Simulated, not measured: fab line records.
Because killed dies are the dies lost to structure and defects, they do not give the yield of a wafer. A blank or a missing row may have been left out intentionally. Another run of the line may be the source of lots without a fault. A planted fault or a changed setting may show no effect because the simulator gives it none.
Split-lot trial ; flow n5_finfet ; on a route of 1938 steps: 7 lots, 21 wafers read

## ABOUT THE SPLIT
At N5_GATE_CUT_DESCUM_18 (chemistry O2, time 7 s), the setting time_s was moved away from the recipe's 7 s on 11 of the 21 wafers read, by -20.4% to +20.2%. All remaining wafers had this setting at the recipe value.

## FROM SPLIT TO READING: 1 step shown by the file between the two
- N5_GATE_CUT_ETCH_28: etches underlayer in N2/H2, target depth 13 nm, time 10.4 s

## THE READING
CAR-EUV_of_GATE_CUT_COAT_07.thk_nm (the simulator's own value, which no gauge read), in nm, at N5_GATE_CUT_ETCH_36 (etches SiARC in CF4, target depth 13 nm, time 21.7 s). The file gives no usual value for it. Here, 10 wafers ran the recipe; their average is 6.9 nm with a standard deviation of 0.22 nm.

wafer;tool, chamber at the split;time_s as run, s;against the recipe;CAR-EUV_of_GATE_CUT_COAT_07.thk_nm, nm;against lot-mates on the recipe
L074.2;rie_diel-06, 2,0,2;7;recipe;6.6;-
L074.3;rie_diel-06, 2,0,2;7;recipe;6.8;-
L074.5;rie_diel-06, 2,0,2;7;recipe;6.8;-
L077.2;rie_diel-03, 1;6.201;-11.4%;7.6;+0.6
L077.3;rie_diel-03, 3;7;recipe;7;-
L077.5;rie_diel-03, 0;6.201;-11.4%;7.4;+0.4
L087.1;rie_diel-03, 3,1;5.571;-20.4%;7.8;+1.2
L087.4;rie_diel-03, 3,1;5.571;-20.4%;7.8;+1.2
L087.2;rie_diel-03, 2;7;recipe;6.6;-
L088.1;rie_diel-03, 2;7;recipe;6.6;-
L088.3;rie_diel-03, 1;7;recipe;7;-
L088.5;rie_diel-03, 0;8.415;+20.2%;6.2;-0.6
L093.4;rie_diel-03, 1,3;8.354;+19.3%;6.4;-0.6
L093.5;rie_diel-03, 1,3;8.354;+19.3%;6.4;-0.6
L093.6;rie_diel-03, 0;7;recipe;7;-
L095.2;rie_diel-06, 3;7.65;+9.3%;6.4;-0.8
L095.4;rie_diel-06, 0;7.65;+9.3%;6.4;-0.8
L095.3;rie_diel-06, 1;7;recipe;7.2;-
L096.1;rie_diel-03, 2;7.507;+7.2%;6.2;-1.0
L096.2;rie_diel-03, 1;7;recipe;7.2;-
L096.4;rie_diel-03, 0;7.507;+7.2%;6.8;-0.4
Where a row lists several chambers, the file gives one row for several wafers and doesn't say which wafer went through which chamber.

FIT RESULTS
A straight line over all 21 wafers: CAR-EUV_of_GATE_CUT_COAT_07.thk_nm changes by -0.0394 nm for each +1% of time_s; r = -0.89; the points scatter about the line by 0.23 nm.
The same after taking each lot's own level away (the mean of its wafers on the recipe; 21 wafers): -0.0477 nm for each +1%; r = -0.90; scatter 0.26 nm.
On that fit, the largest move of time_s shifts the reading by 0.97 nm.
The span of the lots' own levels, 6.60 to 7.20 nm, comes to 2.7 times the standard deviation stated above.
So the lot-to-lot level changes the slope: the two fits differ.
Check: for one of the wafers moved furthest among these (-20.4%), held out of the fit, the line's prediction against its lot-mates is +0.901 nm. It came out at +1.2 nm against them.

## THE OTHER SPLITS THESE WAFERS WENT THROUGH
Before the reading, these wafers also passed through other splits. Each is held against what the fit with the lots' levels taken away leaves over:
other split on the same wafers;wafers away from the commonest value;r with CAR-EUV_of_GATE_CUT_COAT_07.thk_nm (lot level and that fit taken away)
N5_SD_EPI_P_EPI_21 epi_growth_time_s;6;+0.17
N5_HKMG_FIN_ETCH_35 source_w;4;+0.21

## THE WHOLE CHAIN: every reading that the file lists as answering this split, in the file's order
step;what it does;reading;change (the file's fit);r (the file's)
N5_GATE_CUT_DESCUM_18;chemistry O2, time 7 s;CAR-EUV_of_GATE_CUT_COAT_07.thk_nm (the simulator's own value, which no gauge read);-0.0382 nm for each +1% of the setting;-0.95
N5_GATE_CUT_ETCH_36;etches SiARC in CF4, target depth 13 nm, time 21.7 s;CAR-EUV_of_GATE_CUT_COAT_07.thk_nm (the simulator's own value, which no gauge read);-0.0452 nm for each +1% of the setting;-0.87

## FILE'S OWN FIT
CAR-EUV_of_GATE_CUT_COAT_07.thk_nm changes by -0.0452 nm for each +1% of time_s, r = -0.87.
